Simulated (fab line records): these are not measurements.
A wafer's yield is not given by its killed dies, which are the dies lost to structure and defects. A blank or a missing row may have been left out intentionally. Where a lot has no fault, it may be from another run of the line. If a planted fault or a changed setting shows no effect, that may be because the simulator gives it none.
Which of the tools did it? :: flow n5Finfet :: Sampling: 10 lots, 28 wafers, 5 of 1938 route steps

WHAT THE GAUGES SHOWED, per wafer
The record holds no reading of a measuring or inspecting step that can be judged against a usual standard deviation.

TOOL THAT RAN EACH LOT (tool first, then ch and the chambers of the sampled wafers, then the start)
lot: L928
N5_BEOL_M7_ETCH_61: rieDiel-04 ch 0,3, day 10 12:08
N5_PASSIVATION_PECVD_01: pecvd-02 ch 0,1,2, day 13 19:31
N5_PASSIVATION_PASS_ETCH_47: rieDiel-03 ch 0,2, day 14 00:05
N5_PASSIVATION_ETCH_54: rieDiel-03 ch 0,2, day 14 00:18
N5_PASSIVATION_PROBE_49: -

lot: L929
N5_BEOL_M7_ETCH_61: rieDiel-02 ch 0,2,3, day 10 15:23
N5_PASSIVATION_PECVD_01: pecvd-04 ch 1,2, day 13 22:57
N5_PASSIVATION_PASS_ETCH_47: rieDiel-01 ch 0,1,2, day 14 05:05
N5_PASSIVATION_ETCH_54: rieDiel-01 ch 0,1,2, day 14 05:19
N5_PASSIVATION_PROBE_49: -

lot: L935
N5_BEOL_M7_ETCH_61: rieDiel-05 ch 1,2,3, day 10 23:53
N5_PASSIVATION_PECVD_01: pecvd-03 ch 0,2, day 14 14:02
N5_PASSIVATION_PASS_ETCH_47: rieDiel-03 ch 0,2,3, day 14 18:29
N5_PASSIVATION_ETCH_54: rieDiel-03 ch 0,2,3, day 14 18:42
N5_PASSIVATION_PROBE_49: prober-01, day 14 21:29

lot: L931
N5_BEOL_M7_ETCH_61: rieDiel-02 ch 0,3, day 11 00:08
N5_PASSIVATION_PECVD_01: pecvd-04 ch 0,2, day 14 13:45
N5_PASSIVATION_PASS_ETCH_47: rieDiel-01 ch 2,3, day 14 17:47
N5_PASSIVATION_ETCH_54: rieDiel-01 ch 2,3, day 14 18:01
N5_PASSIVATION_PROBE_49: -

lot: L936
N5_BEOL_M7_ETCH_61: rieDiel-04 ch 1,3, day 11 03:27
N5_PASSIVATION_PECVD_01: pecvd-02 ch 1,2, day 14 10:21
N5_PASSIVATION_PASS_ETCH_47: rieDiel-06 ch 0,3, day 14 16:27
N5_PASSIVATION_ETCH_54: rieDiel-06 ch 0,3, day 14 16:41
N5_PASSIVATION_PROBE_49: -

lot: L934
N5_BEOL_M7_ETCH_61: rieDiel-02 ch 0,2, day 11 07:53
N5_PASSIVATION_PECVD_01: pecvd-02 ch 0,2, day 15 00:08
N5_PASSIVATION_PASS_ETCH_47: rieDiel-01 ch 0,1, day 15 07:22
N5_PASSIVATION_ETCH_54: rieDiel-01 ch 0,1, day 15 07:36
N5_PASSIVATION_PROBE_49: -

lot: L937
N5_BEOL_M7_ETCH_61: rieDiel-02 ch 1,2, day 12 11:21
N5_PASSIVATION_PECVD_01: pecvd-02 ch 1,2, day 15 17:41
N5_PASSIVATION_PASS_ETCH_47: rieDiel-06 ch 0,1,2, day 15 23:35
N5_PASSIVATION_ETCH_54: rieDiel-06 ch 0,1,2, day 15 23:49
N5_PASSIVATION_PROBE_49: -

lot: L938
N5_BEOL_M7_ETCH_61: rieDiel-02 ch 0,1,2, day 12 11:37
N5_PASSIVATION_PECVD_01: pecvd-04 ch 1,2, day 15 10:46
N5_PASSIVATION_PASS_ETCH_47: rieDiel-01 ch 0,1,2, day 15 16:52
N5_PASSIVATION_ETCH_54: rieDiel-01 ch 0,1,2, day 15 17:05
N5_PASSIVATION_PROBE_49: -

lot: L946
N5_BEOL_M7_ETCH_61: rieDiel-02 ch 0,1,3, day 14 11:34
N5_PASSIVATION_PECVD_01: pecvd-03 ch 2, day 17 16:58
N5_PASSIVATION_PASS_ETCH_47: rieDiel-06 ch 2,3, day 17 21:16
N5_PASSIVATION_ETCH_54: rieDiel-06 ch 2,3, day 17 21:30
N5_PASSIVATION_PROBE_49: prober-02, day 18 00:20

lot: L949
N5_BEOL_M7_ETCH_61: rieDiel-04 ch 0,1,2, day 14 19:38
N5_PASSIVATION_PECVD_01: pecvd-03 ch 0,1,2, day 18 05:05
N5_PASSIVATION_PASS_ETCH_47: rieDiel-06 ch 0,3, day 18 10:45
N5_PASSIVATION_ETCH_54: rieDiel-06 ch 0,3, day 18 10:59
N5_PASSIVATION_PROBE_49: -
- N5_BEOL_M7_ETCH_61: etches SiARC in CF4, target depth 45.5 nm, time 75.8 s.
- N5_PASSIVATION_PECVD_01: deposits SiNx from SiH4/NH3/N2, target thk 200 nm, time 43.2 s.
- N5_PASSIVATION_PASS_ETCH_47: etches SiNx in CF4/O2, target depth 770 nm, time 385 s.
- N5_PASSIVATION_ETCH_54: etches SiO2 in CHF3/O2, target depth 880 nm, time 440 s.
- N5_PASSIVATION_PROBE_49

WHAT THE TOOLS THEMSELVES READ (means of the sampled wafers that have a number; where no wafer has one, the mark that the record gives instead)
N5_BEOL_M7_ETCH_61.
lot: L928
tool: rieDiel-04
biasW (W): 35.94
drypumpMotorCurrentA (A): 5.56
etchRfOnTimeS (s): 77.0
mfcArSccm (sccm): 100.0
oesProductAu (a.u.): 0.60
rfVppV (V): 183.0
showerheadPlenumPTorr (Torr): 2.06
throttleValvePct (%): 15.97

lot: L929
tool: rieDiel-02
biasW (W): 35.88
drypumpMotorCurrentA (A): 5.47
etchRfOnTimeS (s): 76.6
mfcArSccm (sccm): 100.0
oesProductAu (a.u.): 0.74
rfVppV (V): 183.6
showerheadPlenumPTorr (Torr): 2.11
throttleValvePct (%): 15.50

lot: L935
tool: rieDiel-05
biasW (W): 36.02
drypumpMotorCurrentA (A): 5.75
etchRfOnTimeS (s): 76.2
mfcArSccm (sccm): 99.9
oesProductAu (a.u.): 0.71
rfVppV (V): 185.4
showerheadPlenumPTorr (Torr): 2.19
throttleValvePct (%): 15.49

lot: L931
tool: rieDiel-02
biasW (W): 35.99
drypumpMotorCurrentA (A): 5.35
etchRfOnTimeS (s): 78.0
mfcArSccm (sccm): 99.9
oesProductAu (a.u.): 0.67
rfVppV (V): 182.8
showerheadPlenumPTorr (Torr): 2.06
throttleValvePct (%): 15.70

lot: L936
tool: rieDiel-04
biasW (W): 35.86
drypumpMotorCurrentA (A): 5.71
etchRfOnTimeS (s): 77.7
mfcArSccm (sccm): 99.8
oesProductAu (a.u.): 0.59
rfVppV (V): 184.1
showerheadPlenumPTorr (Torr): 2.12
throttleValvePct (%): 15.79

lot: L934
tool: rieDiel-02
biasW (W): 35.98
drypumpMotorCurrentA (A): 5.49
etchRfOnTimeS (s): 77.2
mfcArSccm (sccm): 99.7
oesProductAu (a.u.): 0.71
rfVppV (V): 183.9
showerheadPlenumPTorr (Torr): 2.12
throttleValvePct (%): 15.48

lot: L937
tool: rieDiel-02
biasW (W): 36.06
drypumpMotorCurrentA (A): 5.71
etchRfOnTimeS (s): 76.2
mfcArSccm (sccm): 99.7
oesProductAu (a.u.): 0.79
rfVppV (V): 185.0
showerheadPlenumPTorr (Torr): 2.19
throttleValvePct (%): 15.21

lot: L938
tool: rieDiel-02
biasW (W): 36.03
drypumpMotorCurrentA (A): 5.60
etchRfOnTimeS (s): 76.7
mfcArSccm (sccm): 100.1
oesProductAu (a.u.): 0.73
rfVppV (V): 183.8
showerheadPlenumPTorr (Torr): 2.14
throttleValvePct (%): 15.39

lot: L946
tool: rieDiel-02
biasW (W): 36.06
drypumpMotorCurrentA (A): 5.55
etchRfOnTimeS (s): 77.2
mfcArSccm (sccm): 100.2
oesProductAu (a.u.): 0.69
rfVppV (V): 183.8
showerheadPlenumPTorr (Torr): 2.10
throttleValvePct (%): 15.54

lot: L949
tool: rieDiel-04
biasW (W): 36.07
drypumpMotorCurrentA (A): 5.78
etchRfOnTimeS (s): 77.8
mfcArSccm (sccm): 100.1
oesProductAu (a.u.): 0.63
rfVppV (V): 184.1
showerheadPlenumPTorr (Torr): 2.14
throttleValvePct (%): 15.67

N5_PASSIVATION_PECVD_01.
lot: L928
tool: pecvd-02
heaterPowerW (W): 376
showerheadPlenumPTorr (Torr): 8.68
susceptorTempC (C): 400.12
throttleValvePct (%): 29.2

lot: L929
tool: pecvd-04
heaterPowerW (W): 400
showerheadPlenumPTorr (Torr): 8.66
susceptorTempC (C): 400.09
throttleValvePct (%): 28.3

lot: L935
tool: pecvd-03
heaterPowerW (W): 324
showerheadPlenumPTorr (Torr): 8.65
susceptorTempC (C): 400.19
throttleValvePct (%): 28.2

lot: L931
tool: pecvd-04
heaterPowerW (W): 428
showerheadPlenumPTorr (Torr): 8.74
susceptorTempC (C): 399.75
throttleValvePct (%): 28.9

lot: L936
tool: pecvd-02
heaterPowerW (W): 322
showerheadPlenumPTorr (Torr): 8.69
susceptorTempC (C): 399.91
throttleValvePct (%): 29.1

lot: L934
tool: pecvd-02
heaterPowerW (W): 226
showerheadPlenumPTorr (Torr): 8.73
susceptorTempC (C): 399.77
throttleValvePct (%): 28.8

lot: L937
tool: pecvd-02
heaterPowerW (W): 413
showerheadPlenumPTorr (Torr): 8.68
susceptorTempC (C): 400.12
throttleValvePct (%): 29.5

lot: L938
tool: pecvd-04
heaterPowerW (W): 366
showerheadPlenumPTorr (Torr): 8.65
susceptorTempC (C): 400.19
throttleValvePct (%): 28.3

lot: L946
tool: pecvd-03
heaterPowerW (W): 269
showerheadPlenumPTorr (Torr): 8.76
susceptorTempC (C): 400.02
throttleValvePct (%): 27.7

lot: L949
tool: pecvd-03
heaterPowerW (W): 352
showerheadPlenumPTorr (Torr): 8.68
susceptorTempC (C): 400.05
throttleValvePct (%): 27.9

N5_PASSIVATION_PASS_ETCH_47.
lot: L928
tool: rieDiel-03
O2_flow_sccm (sccm): 9.999
biasW (W): 48.86
drypumpMotorCurrentA (A): 5.4
mfcArSccm (sccm): 100.2
oes_f_703_au (a.u.): 0.75
oesProductAu (a.u.): 0.76
rfVppV (V): 246
showerheadPlenumPTorr (Torr): 2.17
throttleValvePct (%): 15.85

lot: L929
tool: rieDiel-01
O2_flow_sccm (sccm): 9.989
biasW (W): 48.96
drypumpMotorCurrentA (A): 5.7
mfcArSccm (sccm): 99.9
oes_f_703_au (a.u.): 0.86
oesProductAu (a.u.): 0.86
rfVppV (V): 239
showerheadPlenumPTorr (Torr): 2.16
throttleValvePct (%): 15.85

lot: L935
tool: rieDiel-03
O2_flow_sccm (sccm): 10.012
biasW (W): 49.07
drypumpMotorCurrentA (A): 5.6
mfcArSccm (sccm): 99.9
oes_f_703_au (a.u.): 0.77
oesProductAu (a.u.): 0.77
rfVppV (V): 241
showerheadPlenumPTorr (Torr): 2.21
throttleValvePct (%): 15.92

lot: L931
tool: rieDiel-01
O2_flow_sccm (sccm): 9.999
biasW (W): 49.07
drypumpMotorCurrentA (A): 6.0
mfcArSccm (sccm): 100.2
oes_f_703_au (a.u.): 0.79
oesProductAu (a.u.): 0.80
rfVppV (V): 239
showerheadPlenumPTorr (Torr): 2.13
throttleValvePct (%): 15.66

lot: L936
tool: rieDiel-06
O2_flow_sccm (sccm): 10.027
biasW (W): 49.12
drypumpMotorCurrentA (A): 5.8
mfcArSccm (sccm): 99.9
oes_f_703_au (a.u.): 0.81
oesProductAu (a.u.): 0.81
rfVppV (V): 239
showerheadPlenumPTorr (Torr): 2.13
throttleValvePct (%): 15.77

lot: L934
tool: rieDiel-01
O2_flow_sccm (sccm): 9.995
biasW (W): 49.13
drypumpMotorCurrentA (A): 5.6
mfcArSccm (sccm): 99.9
oes_f_703_au (a.u.): 0.89
oesProductAu (a.u.): 0.86
rfVppV (V): 238
showerheadPlenumPTorr (Torr): 2.16
throttleValvePct (%): 15.84

lot: L937
tool: rieDiel-06
O2_flow_sccm (sccm): 10.025
biasW (W): 49.01
drypumpMotorCurrentA (A): 5.5
mfcArSccm (sccm): 100.3
oes_f_703_au (a.u.): 0.82
oesProductAu (a.u.): 0.81
rfVppV (V): 244
showerheadPlenumPTorr (Torr): 2.16
throttleValvePct (%): 15.84

lot: L938
tool: rieDiel-01
O2_flow_sccm (sccm): 9.993
biasW (W): 49.06
drypumpMotorCurrentA (A): 5.6
mfcArSccm (sccm): 100.1
oes_f_703_au (a.u.): 0.84
oesProductAu (a.u.): 0.84
rfVppV (V): 238
showerheadPlenumPTorr (Torr): 2.15
throttleValvePct (%): 15.89

lot: L946
tool: rieDiel-06
O2_flow_sccm (sccm): 10.015
biasW (W): 48.93
drypumpMotorCurrentA (A): 5.6
mfcArSccm (sccm): 99.6
oes_f_703_au (a.u.): 0.83
oesProductAu (a.u.): 0.83
rfVppV (V): 243
showerheadPlenumPTorr (Torr): 2.17
throttleValvePct (%): 15.93

lot: L949
tool: rieDiel-06
O2_flow_sccm (sccm): 10.016
biasW (W): 48.99
drypumpMotorCurrentA (A): 5.9
mfcArSccm (sccm): 99.9
oes_f_703_au (a.u.): 0.80
oesProductAu (a.u.): 0.80
rfVppV (V): 238
showerheadPlenumPTorr (Torr): 2.13
throttleValvePct (%): 15.85

N5_PASSIVATION_ETCH_54.
lot: L928
tool: rieDiel-03
CHF3_flow_sccm (sccm): 50.06
O2_flow_sccm (sccm): 4.988
biasW (W): 170.4
drypumpMotorCurrentA (A): 5.4
mfcArSccm (sccm): 199.3
oes_f_703_au (a.u.): 0.75
oesProductAu (a.u.): 0.76
rfVppV (V): 535
showerheadPlenumPTorr (Torr): 2.39
throttleValvePct (%): 18.88

lot: L929
tool: rieDiel-01
CHF3_flow_sccm (sccm): 50.06
O2_flow_sccm (sccm): 4.989
biasW (W): 170.2
drypumpMotorCurrentA (A): 5.7
mfcArSccm (sccm): 199.4
oes_f_703_au (a.u.): 0.86
oesProductAu (a.u.): 0.86
rfVppV (V): 521
showerheadPlenumPTorr (Torr): 2.36
throttleValvePct (%): 18.84

lot: L935
tool: rieDiel-03
CHF3_flow_sccm (sccm): 50.08
O2_flow_sccm (sccm): 4.992
biasW (W): 169.7
drypumpMotorCurrentA (A): 5.6
mfcArSccm (sccm): 200.8
oes_f_703_au (a.u.): 0.77
oesProductAu (a.u.): 0.77
rfVppV (V): 526
showerheadPlenumPTorr (Torr): 2.42
throttleValvePct (%): 18.93

lot: L931
tool: rieDiel-01
CHF3_flow_sccm (sccm): 49.93
O2_flow_sccm (sccm): 4.997
biasW (W): 169.5
drypumpMotorCurrentA (A): 6.0
mfcArSccm (sccm): 199.3
oes_f_703_au (a.u.): 0.78
oesProductAu (a.u.): 0.79
rfVppV (V): 520
showerheadPlenumPTorr (Torr): 2.33
throttleValvePct (%): 18.62

lot: L936
tool: rieDiel-06
CHF3_flow_sccm (sccm): 49.95
O2_flow_sccm (sccm): 4.988
biasW (W): 169.4
drypumpMotorCurrentA (A): 5.8
mfcArSccm (sccm): 200.2
oes_f_703_au (a.u.): 0.81
oesProductAu (a.u.): 0.81
rfVppV (V): 520
showerheadPlenumPTorr (Torr): 2.34
throttleValvePct (%): 18.73

lot: L934
tool: rieDiel-01
CHF3_flow_sccm (sccm): 49.83
O2_flow_sccm (sccm): 4.983
biasW (W): 170.2
drypumpMotorCurrentA (A): 5.5
mfcArSccm (sccm): 199.9
oes_f_703_au (a.u.): 0.88
oesProductAu (a.u.): 0.86
rfVppV (V): 519
showerheadPlenumPTorr (Torr): 2.36
throttleValvePct (%): 18.83

lot: L937
tool: rieDiel-06
CHF3_flow_sccm (sccm): 50.19
O2_flow_sccm (sccm): 5.010
biasW (W): 169.7
drypumpMotorCurrentA (A): 5.5
mfcArSccm (sccm): 200.2
oes_f_703_au (a.u.): 0.82
oesProductAu (a.u.): 0.82
rfVppV (V): 530
showerheadPlenumPTorr (Torr): 2.36
throttleValvePct (%): 18.78

lot: L938
tool: rieDiel-01
CHF3_flow_sccm (sccm): 50.04
O2_flow_sccm (sccm): 4.990
biasW (W): 170.3
drypumpMotorCurrentA (A): 5.6
mfcArSccm (sccm): 199.8
oes_f_703_au (a.u.): 0.84
oesProductAu (a.u.): 0.84
rfVppV (V): 520
showerheadPlenumPTorr (Torr): 2.35
throttleValvePct (%): 18.86

lot: L946
tool: rieDiel-06
CHF3_flow_sccm (sccm): 49.94
O2_flow_sccm (sccm): 5.001
biasW (W): 170.0
drypumpMotorCurrentA (A): 5.6
mfcArSccm (sccm): 200.2
oes_f_703_au (a.u.): 0.83
oesProductAu (a.u.): 0.83
rfVppV (V): 527
showerheadPlenumPTorr (Torr): 2.37
throttleValvePct (%): 18.90

lot: L949
tool: rieDiel-06
CHF3_flow_sccm (sccm): 49.95
O2_flow_sccm (sccm): 5.008
biasW (W): 170.2
drypumpMotorCurrentA (A): 5.9
mfcArSccm (sccm): 199.9
oes_f_703_au (a.u.): 0.80
oesProductAu (a.u.): 0.80
rfVppV (V): 519
showerheadPlenumPTorr (Torr): 2.33
throttleValvePct (%): 18.79

N5_PASSIVATION_PROBE_49.
lot: L935
tool: prober-01
defectLimitedYield (%): 91.6
killed_at_M0_to_M3: 36
killed_at_M4_up: 8
killedAtContacts: 9
killedAtFrontEnd: 44
killedAtOther: 1.7
killedDies: 99
killedOnRim: 13
killedOpen: 64
killedShort: 31
sort_bin_5_function (%): 5.1
sort_bin_6_memory (%): 2.8
sort_bin_8_speed (%): 0.0
sortNPass: 1081
sortYieldPct (%): 91.6

lot: L946
tool: prober-02
defectLimitedYield (%): 89.3
killed_at_M0_to_M3: 45
killed_at_M4_up: 35
killedAtContacts: 16
killedAtFrontEnd: 27
killedAtOther: 2.7
killedDies: 126
killedOnRim: 16
killedOpen: 76
killedShort: 28
sort_bin_5_function (%): 6.3
sort_bin_6_memory (%): 3.7
sort_bin_8_speed (%): 0.0
sortNPass: 1054
sortYieldPct (%): 89.3

THE ANSWER, worked out from the rows above alone
Rule: what is usual is taken from the lots themselves. Put in order of their means at a reading, lots are off if they are a third of the lots or fewer, leave a main group of 4 or more, and stand apart from it by a gap of 3 or more times the standard deviation of the main group's means; of several such gaps the widest counts. A main group whose means are all the same, to the digits that the tables above print for the reading, isn't used. A lot without any number at a reading at which 4 lots or more have one is off too. All remaining lots with rows at the step are treated as sound. After the gauges, taken in route order, come the tools' own readings; for these a lot's mean is taken, as printed above. The first step at which some lot is off is used, and at that step the reading that is off furthest; a lot without a number counts as furthest.
No lot is off on any of the readings shown, so nothing can be concluded from this.

WHAT THE SIMULATOR HAD PUT IN
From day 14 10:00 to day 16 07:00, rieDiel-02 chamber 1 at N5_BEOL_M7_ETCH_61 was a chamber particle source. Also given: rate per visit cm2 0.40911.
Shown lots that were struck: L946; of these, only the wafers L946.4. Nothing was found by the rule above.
